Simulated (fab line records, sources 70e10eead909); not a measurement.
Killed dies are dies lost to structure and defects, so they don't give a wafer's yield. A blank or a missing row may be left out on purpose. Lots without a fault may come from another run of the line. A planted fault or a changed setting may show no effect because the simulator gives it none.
fab line records | flow nand_harc
record lots=7 wafers=21 last_day=33
route steps=1302 shown A_BLC@1110 END@1302
lots that met no fault: from a run of the same line without faults
start_h: hours from the record's first day to the start of the lot's first wafer shown | wait_h: hours since the lot's step before | " the same as in the row above | L1.1+2: a row that stands for several wafers | - no value, or no start given | * or withheld: withheld | < > ~ a bound
route shown NAME@n: a module of which the file shows steps, and the number in the route of the first | usual: mean/standard deviation of fault-free wafers | same: alike in all rows | chamber/n: place in a boat | sites: the reading at each site | _std_site: their standard deviation | _edge_site: outer sites' mean less inner sites' | radius_mm: how far each site lies from the wafer's centre | mask NAME#n: copy n | behind: the tool/chamber that last shaped the wafer | hold: why the lot was held/for how many hours/how that ended | device: the transistor (n, p or np) that didn't switch | end of line: the same wafers' tests at the end of the route | a step without rows: its recipe alone | killed: dies lost to structure and defects at the first sort, not the wafer's yield | map: a wafer's dies, x killed, . not, _ none there
set.NAME: the setting as run; set.NAME@STEP: as run at that earlier step | model.NAME: the simulator's own value behind a step, which no gauge read
lots at some steps of the route; a table a step, a row a wafer
services: from which hour (start_h, from the record's first day; less than 0 if before it) a tool's chamber was out of use, for how many hours, and why
## steps
# step NHARC_A_BLC_COAT_03
# recipe temp_c=225 time_s=65
# step NHARC_A_BLC_COAT_04
# recipe spin_rpm=1500 resist_thk_nm=90
# step NHARC_A_BLC_SOFTBAKE_05
# recipe temp_c=105 time_s=55
# step NHARC_A_BLC_EBR_06
# step NHARC_A_BLC_EXPOSE_07
# recipe na=1.35 target_cd_nm=100 dose_mj=67.97 mask_id=A_BLC
# step NHARC_A_BLC_PEB_08
# recipe peb_temp_c=100 peb_time_s=65
# step NHARC_A_BLC_DEVELOP_09
# recipe develop_time_s=35 dev_temp_c=23
# step NHARC_A_BLC_CD_MEAS_10
# recipe target_cd_nm=100 landing_energy_ev=500
# usual cd_nm=100.1/0.54
# columns lot.wafer tool chamber start_h wait_h cd_nm
L333.1 cd_sem-03 0 528.59 - 101.1
L333.4 " 0 " " 101.0
L333.5 " 0 " " 100.6
L338.2 cd_sem-03 0 568.80 - 99.9
L338.3 " 0 " " 99.4
L338.6 " 0 " " 99.9
L344.1 cd_sem-01 0 623.64 - 99.2
L344.3 " 0 " " 99.8
L344.6 " 0 " " 98.7
L343.1 cd_sem-03 0 625.32 - 100.1
L343.4 " 0 " " 100.0
L343.5 " 0 " " 99.5
L345.1 cd_sem-01 0 639.25 - 100.3
L345.2 " 0 " " 100.4
L345.4 " 0 " " 100.7
L347.1 cd_sem-02 0 669.08 - 100.2
L347.4 " 0 " " 99.0
L347.5 " 0 " " 100.7
L354.2 cd_sem-02 0 733.48 - 100.4
L354.5 " 0 " " 99.8
L354.6 " 0 " " 100.0
# step NHARC_A_BLC_OVL_MEAS_11
# usual overlay_x_nm=0.2/0.87 overlay_y_nm=-0.1/0.84
# columns lot.wafer tool chamber start_h wait_h overlay_x_nm overlay_y_nm
L333.1 overlay-01 - 528.68 - 0.0 -0.7
L333.4 " - " " 0.3 -1.0
L333.5 " - " " 0.5 -1.2
L338.2 overlay-01 - 568.89 - -0.2 0.1
L338.3 " - " " 0.0 0.5
L338.6 " - " " 0.0 0.5
L344.1 overlay-01 - 623.73 - -0.1 1.0
L344.3 " - " " -0.1 1.4
L344.6 " - " " -0.1 1.0
L343.1 overlay-02 - 625.41 - 0.9 -1.4
L343.4 " - " " 0.6 -1.4
L343.5 " - " " 1.1 -1.4
L345.1 overlay-01 - 639.34 - 1.4 0.7
L345.2 " - " " 1.2 0.2
L345.4 " - " " 1.5 0.5
L347.1 overlay-02 - 669.16 - 0.5 0.7
L347.4 " - " " 0.3 1.2
L347.5 " - " " 0.5 1.2
L354.2 overlay-02 - 733.56 - 0.7 -0.3
L354.5 " - " " 0.0 0.0
L354.6 " - " " 0.4 0.1
# step NHARC_A_BLC_INSPECT_12
# usual raw_defect_count=90/35
# columns lot.wafer tool chamber start_h wait_h raw_defect_count
L333.1 defect_inspect-02 - 528.71 0.0 96
L333.4 " - " " 104
L333.5 " - " " 101
L338.2 defect_inspect-01 - 568.93 0.0 61
L338.3 " - " " 71
L338.6 " - " " 65
L344.1 defect_inspect-01 - 623.76 0.0 95
L344.3 " - " " 81
L344.6 " - " " 101
L343.1 defect_inspect-01 - 625.45 0.0 14
L343.4 " - " " 17
L343.5 " - " " 14
L345.1 defect_inspect-01 - 639.38 0.0 104
L345.2 " - " " 102
L345.4 " - " " 99
L347.1 defect_inspect-02 - 669.20 0.0 107
L347.4 " - " " 118
L347.5 " - " " 118
L354.2 defect_inspect-01 - 733.60 0.0 91
L354.5 " - " " 93
L354.6 " - " " 89
# step NHARC_A_BLC_DESCUM_15
# recipe time_s=3 o2_flow_sccm=200 ar_flow_sccm=0 bias_power_w=0 chemistry=O2
# usual drypump_motor_current_A=5.9/0.53 oes_product_au=1.000/0.007 rf_vpp_V=57.7/1 showerhead_plenum_p_Torr=1.89/0.094 throttle_valve_pct=11.311/0.01
# columns lot.wafer tool chamber start_h wait_h drypump_motor_current_A oes_product_au rf_hours_counter_h rf_vpp_V showerhead_plenum_p_Torr throttle_valve_pct
L333.4 rie_diel-02 3 528.78 0.1 5.8 0.989 10 58.3 1.97 11.317
L333.1 " 1 " " 6.4 0.992 9 58.8 1.90 11.315
L333.5 " 3 " " 5.8 0.996 - 58.5 1.97 11.300
L338.2 rie_diel-05 1 568.99 0.1 6.7 0.996 10 58.6 1.92 11.315
L338.3 " 3 " " 5.8 1.004 9 57.7 1.82 11.305
L338.6 " 2 " " 6.1 0.997 - 57.8 1.80 11.317
L344.1 rie_diel-05 3 623.84 0.1 5.7 1.003 3 58.1 1.82 11.309
L344.3 " 0 " " 6.1 1.008 3 58.5 2.05 11.307
L344.6 " 2 " " 6.1 1.001 - 58.4 1.80 11.311
L343.4 rie_diel-05 3 625.51 0.1 5.7 1.011 3 57.8 1.82 11.316
L343.1 " 1 " " 6.7 1.012 3 57.4 1.92 11.307
L343.5 " 3 " " 5.8 1.007 - 56.7 1.82 11.318
L345.1 rie_diel-05 3 639.44 0.1 5.8 1.009 5 58.7 1.82 11.317
L345.2 " 1 " " 6.8 0.986 4 57.8 1.92 11.313
L345.4 " 2 " " 6.1 1.005 4 58.5 1.80 11.319
L347.4 rie_diel-02 1 669.27 0.1 6.4 0.999 9 56.8 1.90 11.323
L347.1 " 2 " " 5.3 1.003 10 58.8 1.80 11.290
L347.5 " 1 " " 6.4 1.003 - 59.2 1.90 11.317
L354.2 rie_diel-05 0 733.67 0.1 6.1 0.996 8 58.1 2.05 11.306
L354.6 " 3 " " 5.7 1.005 - 57.0 1.81 11.309
L354.5 " 0 " " 6.0 0.997 - 59.5 2.05 11.311
# step NHARC_A_BLC_ETCH_16
# recipe target_depth_a=390 over_etch_frac=0.3 time_s=65 ion_energy_ev=80 cf4_flow_sccm=150 ar_flow_sccm=0 rf_w=300 bias_w=100 chemistry=CF4
# usual bias_w=100.0/0.3 cf4_flow_sccm=150.0/0.41 drypump_motor_current_A=5.9/0.53 oes_product_au=1.000/0.0063 rf_vpp_V=150.8/1.3 showerhead_plenum_p_Torr=1.74/0.078 throttle_valve_pct=13.283/0.0095
# columns lot.wafer tool chamber start_h wait_h bias_w cf4_flow_sccm drypump_motor_current_A oes_product_au rf_hours_counter_h rf_vpp_V showerhead_plenum_p_Torr throttle_valve_pct
L333.1 rie_diel-02 1 528.86 0.1 99.6 150.1 6.4 1.001 9 150.6 1.76 13.271
L333.4 " 3 " " 100.0 149.8 5.8 0.990 10 152.8 1.82 13.273
L333.5 " 1 " " 100.0 150.1 6.4 0.998 - 152.1 1.76 13.286
L338.3 rie_diel-05 1 569.07 0.1 99.9 150.4 6.8 0.992 10 150.8 1.78 13.277
L338.2 " 0 " " 99.8 149.7 6.1 0.992 9 152.0 1.89 13.281
L338.6 " 1 " " 100.0 150.9 6.8 0.990 - 151.7 1.78 13.288
L344.1 rie_diel-05 1 623.92 0.1 100.0 150.1 6.8 0.993 2 150.8 1.78 13.293
L344.3 " 2 " " 100.1 150.0 6.1 0.992 2 150.2 1.67 13.285
L344.6 " 0 " " 99.7 150.7 6.0 0.994 - 151.8 1.89 13.296
L343.4 rie_diel-05 2 625.59 0.1 100.3 150.6 6.1 1.017 3 151.3 1.67 13.276
L343.1 " 3 " " 100.7 150.1 5.8 1.009 3 150.6 1.68 13.286
L343.5 " 3 " " 100.4 150.0 5.7 1.008 - 148.9 1.68 13.270
L345.2 rie_diel-05 3 639.53 0.1 99.7 149.8 5.8 1.000 5 150.2 1.68 13.286
L345.1 " 0 " " 99.6 149.9 6.0 1.013 4 151.5 1.89 13.270
L345.4 " 1 " " 99.7 150.2 6.7 1.007 4 150.8 1.78 13.287
L347.1 rie_diel-02 2 669.35 0.1 100.2 150.1 5.3 1.006 10 148.9 1.67 13.299
L347.4 " 3 " " 100.2 150.1 5.8 1.002 9 152.2 1.82 13.285
L347.5 " 2 " " 100.2 150.1 5.3 0.998 - 150.9 1.67 13.274
L354.2 rie_diel-05 3 733.75 0.1 99.7 150.4 5.7 0.995 9 150.8 1.68 13.280
L354.5 " 3 " " 99.7 150.5 5.7 1.004 - 149.3 1.68 13.274
L354.6 " 0 " " 99.9 150.5 6.1 1.002 - 153.8 1.88 13.277
# step NHARC_A_BLC_ETCH_17
# recipe target_depth_a=3900 over_etch_frac=0.25 time_s=609.38 ion_energy_ev=200 n2_flow_sccm=150 h2_flow_sccm=150 ar_flow_sccm=0 rf_w=400 bias_w=150 chemistry=N2/H2
# usual bias_w=150.0/0.47 chamber_pressure_mTorr=30.000/0.025 drypump_motor_current_A=5.9/0.53 oes_product_au=1.000/0.0064 rf_vpp_V=429.6/3 showerhead_plenum_p_Torr=2.00/0.1 throttle_valve_pct=14.171/0.0096
# columns lot.wafer tool chamber start_h wait_h bias_w chamber_pressure_mTorr drypump_motor_current_A oes_product_au rf_hours_counter_h rf_vpp_V showerhead_plenum_p_Torr throttle_valve_pct
L333.4 rie_diel-02 2 528.95 - 149.7 30.020 5.3 1.006 10 428.9 1.92 14.173
L333.1 " 1 " " 149.8 30.009 6.4 1.006 9 430.2 2.03 14.167
L333.5 " 2 " " 149.8 29.970 5.3 1.006 - 426.3 1.92 14.173
L338.2 rie_diel-05 3 569.16 - 149.8 30.000 5.7 1.011 10 427.9 1.93 14.168
L338.3 " 0 " " 150.3 29.974 6.1 1.001 9 434.5 2.19 14.166
L338.6 " 3 " " 149.2 30.024 5.8 0.991 - 428.5 1.93 14.162
L344.3 rie_diel-05 3 624.00 - - - - - - - - -
L344.1 " 0 " " - - - - - - - -
L344.6 " 0 " " - - - - - - - -
L343.1 rie_diel-05 2 625.69 - - - - - - - - -
L343.4 " 1 " " - - - - - - - -
L343.5 " 2 " " - - - - - - - -
L345.4 rie_diel-05 2 639.62 - - - - - - - - -
L345.1 " 0 " " - - - - - - - -
L345.2 " 1 " " - - - - - - - -
L347.4 rie_diel-02 2 669.53 - 150.6 30.006 5.3 0.997 10 427.5 1.92 14.178
L347.1 " 3 " " 150.0 29.999 5.9 0.992 9 431.8 2.10 14.164
L347.5 " 1 " " 150.3 29.968 6.4 0.985 - 431.4 2.03 14.159
L354.2 rie_diel-05 0 733.97 - 150.0 30.000 6.0 0.999 8 435.5 2.19 14.171
L354.6 " 1 " " 150.0 29.975 6.8 1.003 - 430.9 2.05 14.164
L354.5 " 2 " " 150.1 30.033 6.1 0.996 - 426.0 1.91 14.181
# step NHARC_A_BLC_ETCH_18
# recipe target_depth_a=9100 c4f8_flow_sccm=20 o2_flow_sccm=10 ar_flow_sccm=withheld rf_w=600 bias_w=1500 chemistry=C4F8/O2/Ar
# usual bias_w=1500/4.5 chamber_pressure_mTorr=25.001/0.023 oes_product_au=0.956/0.02 rf_vpp_V=976/6.6
# columns lot.wafer tool chamber start_h wait_h bias_w chamber_pressure_mTorr oes_product_au rf_hours_counter_h rf_vpp_V
L333.4 rie_diel-02 3 - - 1497 25.014 0.918 10 981
L333.1 " 0 " " 1496 25.022 0.935 10 969
L333.5 " 2 " " 1504 24.941 0.927 - 971
L338.2 rie_diel-05 0 - - 1505 25.021 0.957 10 987
L338.3 " 1 " " 1499 24.962 0.948 10 978
L338.6 " 1 " " 1502 24.998 0.951 - 978
L344.3 rie_diel-05 1 - - 1503 24.999 0.949 3 978
L344.1 " 2 " " 1500 25.016 0.955 3 971
L344.6 " 1 " " 1506 25.022 0.955 - 979
L343.4 rie_diel-05 0 - - 1505 25.070 0.962 3 988
L343.1 " 1 " " 1502 24.977 0.964 3 977
L343.5 " 1 " " 1500 24.987 0.975 - 979
L345.2 rie_diel-05 0 - - 1491 24.999 0.958 4 987
L345.1 " 2 " " 1506 25.005 0.974 4 971
L345.4 " 3 " " 1497 24.996 0.951 5 972
L347.1 rie_diel-02 2 - - 1504 25.044 0.923 10 970
L347.4 " 3 " " 1500 25.011 0.919 9 983
L347.5 " 1 " " 1499 24.995 0.911 - 977
L354.2 rie_diel-05 3 - - 1501 25.017 0.956 10 969
L354.6 " 0 " " 1495 24.991 0.965 - 988
L354.5 " 1 " " 1498 25.016 0.982 - 979
# step NHARC_END_SORT_01
# recipe temp_c=25
# usual killed_at_array=55/17 killed_at_other=1.1/1.4 killed_at_periphery=3.9/3 killed_dies=59/17 killed_open=3.5/2 killed_short=2.6/1.6
# same gross_dies=677
# columns lot.wafer tool chamber start_h wait_h killed_at_array killed_at_other killed_at_periphery killed_dies killed_open killed_short
L343.1 prober-01 0 667.74 2.5 674 3 0 677 1 3
L343.4 prober-01 0 670.15 3.4 671 2 4 677 4 5
L343.5 prober-01 0 670.95 3.7 674 1 2 677 5 3
L344.1 prober-02 0 667.78 2.5 674 0 3 677 2 2
L344.3 prober-02 0 669.37 3.1 674 1 2 677 1 0
L344.6 prober-02 0 671.76 4.0 675 0 2 677 3 1
L345.1 prober-02 0 682.16 2.5 674 1 2 677 2 3
L345.2 prober-02 0 682.96 2.8 674 0 3 677 3 5
L345.4 prober-02 0 684.57 3.4 673 0 4 677 6 3
# killed by level:class
L343.1 A_BLC:area_etch=658 A_CHANNEL_HOLE_D1:chamber_film_flake=8 A_CONTACT:chamber_film_flake=3 THIN_TSV:chamber_film_flake=3 A_ONON_D1:geometric_particle:short=1 A_ONON_D2:geometric_particle:short=1 A_CHANNEL_FILL_D2:geometric_particle:short=1 A_CONTACT:geometric_particle:open=1
L344.1 A_BLC:area_etch=623 A_SLIT:chamber_film_flake=28 A_CHANNEL_HOLE_D2:chamber_film_flake=10 A_CHANNEL_HOLE_D1:chamber_film_flake=3 P_M1:chamber_film_flake=2 P_GATE:geometric_particle:open=1 A_SOURCE_PLATE:geometric_particle:short=1 A_CHANNEL_FILL_D2:geometric_particle:open=1
L344.3 A_BLC:area_etch=630 A_SLIT:chamber_film_flake=30 A_CHANNEL_HOLE_D2:chamber_film_flake=8 A_CHANNEL_HOLE_D1:chamber_film_flake=2 A_CONTACT:chamber_film_flake=2 P_GATE:chamber_film_flake=1 P_M1:chamber_film_flake=1 STARTING-WAFER:geometric_particle:open=1
L343.4 A_BLC:area_etch=651 A_CHANNEL_HOLE_D1:chamber_film_flake=8 A_SLIT:chamber_film_flake=3 A_ONON_D1:geometric_particle:short=2 THIN_TSV:chamber_film_flake=2 P_GATE:geometric_particle:open=1 P_CONTACT:geometric_particle:open=1 P_M0:geometric_particle:open=1
L343.5 A_BLC:area_etch=657 A_CHANNEL_HOLE_D1:chamber_film_flake=5 A_ONON_D1:geometric_particle:short=2 A_CHANNEL_FILL_D2:geometric_particle:open=2 A_CHANNEL_HOLE_D2:chamber_film_flake=2 A_CONTACT:chamber_film_flake=2 P_CONTACT:geometric_particle:open=1 A_ONON_D2:geometric_particle:short=1
L344.6 A_BLC:area_etch=606 A_SLIT:chamber_film_flake=33 A_CHANNEL_HOLE_D2:chamber_film_flake=18 A_CHANNEL_HOLE_D1:chamber_film_flake=6 A_WL_FILL:chamber_film_flake=3 A_CONTACT:chamber_film_flake=3 P_M1:chamber_film_flake=2 A_SOURCE_PLATE:geometric_particle:open=1
L345.1 A_BLC:area_etch=593 A_SLIT:chamber_film_flake=37 A_CHANNEL_HOLE_D2:chamber_film_flake=17 A_CHANNEL_HOLE_D1:chamber_film_flake=11 A_CONTACT:chamber_film_flake=4 P_M1:chamber_film_flake=2 A_CHANNEL_FILL_D2:chamber_film_flake=2 A_WL_FILL:chamber_film_flake=2
L345.2 A_BLC:area_etch=600 A_SLIT:chamber_film_flake=33 A_CHANNEL_HOLE_D2:chamber_film_flake=16 A_CONTACT:chamber_film_flake=9 A_CHANNEL_HOLE_D1:chamber_film_flake=5 A_CHANNEL_FILL_D1:geometric_particle:open=2 A_CHANNEL_FILL_D2:chamber_film_flake=2 A_BONDPAD:chamber_film_flake=2
L345.4 A_BLC:area_etch=616 A_SLIT:chamber_film_flake=27 A_CHANNEL_HOLE_D2:chamber_film_flake=14 A_CONTACT:chamber_film_flake=4 A_ONON_D1:geometric_particle:open=2 A_ONON_D1:geometric_particle:short=2 P_CONTACT:geometric_particle:open=1 P_M1:geometric_particle:open=1
# map L343.1 (x killed, . not)
____________x____________
_________xxxxxxx_________
_______xxxxxxxxxxx_______
______xxxxxxxxxxxxx______
_____xxxxxxxxxxxxxxx_____
____xxxxxxxxxxxxxxxxx____
____xxxxxxxxxxxxxxxxx____
___xxxxxxxxxxxxxxxxxxx___
___xxxxxxxxxxxxxxxxxxx___
__xxxxxxxxxxxxxxxxxxxxx__
__xxxxxxxxxxxxxxxxxxxxx__
_xxxxxxxxxxxxxxxxxxxxxxx_
_xxxxxxxxxxxxxxxxxxxxxxx_
_xxxxxxxxxxxxxxxxxxxxxxx_
_xxxxxxxxxxxxxxxxxxxxxxx_
_xxxxxxxxxxxxxxxxxxxxxxx_
xxxxxxxxxxxxxxxxxxxxxxxxx
xxxxxxxxxxxxxxxxxxxxxxxxx
xxxxxxxxxxxxxxxxxxxxxxxxx
xxxxxxxxxxxxxxxxxxxxxxxxx
xxxxxxxxxxxxxxxxxxxxxxxxx
_xxxxxxxxxxxxxxxxxxxxxxx_
_xxxxxxxxxxxxxxxxxxxxxxx_
_xxxxxxxxxxxxxxxxxxxxxxx_
_xxxxxxxxxxxxxxxxxxxxxxx_
_xxxxxxxxxxxxxxxxxxxxxxx_
__xxxxxxxxxxxxxxxxxxxxx__
__xxxxxxxxxxxxxxxxxxxxx__
___xxxxxxxxxxxxxxxxxxx___
___xxxxxxxxxxxxxxxxxxx___
____xxxxxxxxxxxxxxxxx____
____xxxxxxxxxxxxxxxxx____
_____xxxxxxxxxxxxxxx_____
______xxxxxxxxxxxxx______
_______xxxxxxxxxxx_______
_________xxxxxxx_________
____________x____________
# map L344.1 (x killed, . not)
____________x____________
_________xxxxxxx_________
_______xxxxxxxxxxx_______
______xxxxxxxxxxxxx______
_____xxxxxxxxxxxxxxx_____
____xxxxxxxxxxxxxxxxx____
____xxxxxxxxxxxxxxxxx____
___xxxxxxxxxxxxxxxxxxx___
___xxxxxxxxxxxxxxxxxxx___
__xxxxxxxxxxxxxxxxxxxxx__
__xxxxxxxxxxxxxxxxxxxxx__
_xxxxxxxxxxxxxxxxxxxxxxx_
_xxxxxxxxxxxxxxxxxxxxxxx_
_xxxxxxxxxxxxxxxxxxxxxxx_
_xxxxxxxxxxxxxxxxxxxxxxx_
_xxxxxxxxxxxxxxxxxxxxxxx_
xxxxxxxxxxxxxxxxxxxxxxxxx
xxxxxxxxxxxxxxxxxxxxxxxxx
xxxxxxxxxxxxxxxxxxxxxxxxx
xxxxxxxxxxxxxxxxxxxxxxxxx
xxxxxxxxxxxxxxxxxxxxxxxxx
_xxxxxxxxxxxxxxxxxxxxxxx_
_xxxxxxxxxxxxxxxxxxxxxxx_
_xxxxxxxxxxxxxxxxxxxxxxx_
_xxxxxxxxxxxxxxxxxxxxxxx_
_xxxxxxxxxxxxxxxxxxxxxxx_
__xxxxxxxxxxxxxxxxxxxxx__
__xxxxxxxxxxxxxxxxxxxxx__
___xxxxxxxxxxxxxxxxxxx___
___xxxxxxxxxxxxxxxxxxx___
____xxxxxxxxxxxxxxxxx____
____xxxxxxxxxxxxxxxxx____
_____xxxxxxxxxxxxxxx_____
______xxxxxxxxxxxxx______
_______xxxxxxxxxxx_______
_________xxxxxxx_________
____________x____________
## services
# columns tool chamber start_h hours kind
rie_diel-05 0 513.87 - clean
rie_diel-05 1 513.87 - clean
rie_diel-05 2 513.87 - clean
rie_diel-05 3 513.87 - clean
rie_diel-02 - 532.15 0.4 repair
rie_diel-05 0 538.37 - clean
rie_diel-05 1 538.37 - clean
rie_diel-05 2 538.37 - clean
rie_diel-05 3 538.37 - clean
rie_diel-05 0 562.90 - clean
rie_diel-05 1 562.90 - clean
rie_diel-05 2 562.90 - clean
rie_diel-05 3 562.90 - clean
rie_diel-02 - 570.70 9.0 pm
rie_diel-05 - 583.87 9.0 pm
rie_diel-05 0 583.87 9.0 vent_cycle
rie_diel-05 1 583.87 9.0 vent_cycle
rie_diel-05 2 583.87 9.0 vent_cycle
rie_diel-05 3 583.87 9.0 vent_cycle
rie_diel-05 0 592.87 - clean
rie_diel-05 0 651.53 7.3 repair
rie_diel-02 3 694.85 10.0 repair
rie_diel-05 1 702.89 3.8 repair
rie_diel-05 0 709.48 2.7 repair
## key
first_sign step=NHARC_A_BLC_ETCH_17 reading=tool_record direction=missing
effect step=NHARC_END_SORT_01 reading=killed_at_array direction=up sigmas=37 usual=55 struck=674
more_kills_born_at NHARC_A_BLC_ETCH_17@rie_diel-05=5634
met_at NHARC_A_BLC_ETCH_17
struck_wafers L343.1,L343.4,L343.5,L344.1,L344.3,L344.6,L345.1,L345.2,L345.4
later_rows_left_out L343.1,L343.4,L343.5,L344.1,L344.3,L344.6,L345.1,L345.2,L345.4
tester_left_out L343,L344,L345
onset_between 569.16 624.00
fault kind=skipped_step_whole tool=rie_diel-05 chamber=- onset_h=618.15 steps=NHARC_A_BLC_ETCH_17 scope=struck_lots_only
# tester_left_out: of these lots the tester's yield and bins aren't shown, on N5 and GAA mostly nor the transistor test; their killed dies are dies lost to structure and defects alone, not to doping, threshold or leakage, so they don't give the yield
# later_rows_left_out: the simulator's readings of these wafers behind a module that went badly wrong aren't trusted and aren't shown, but for the sort
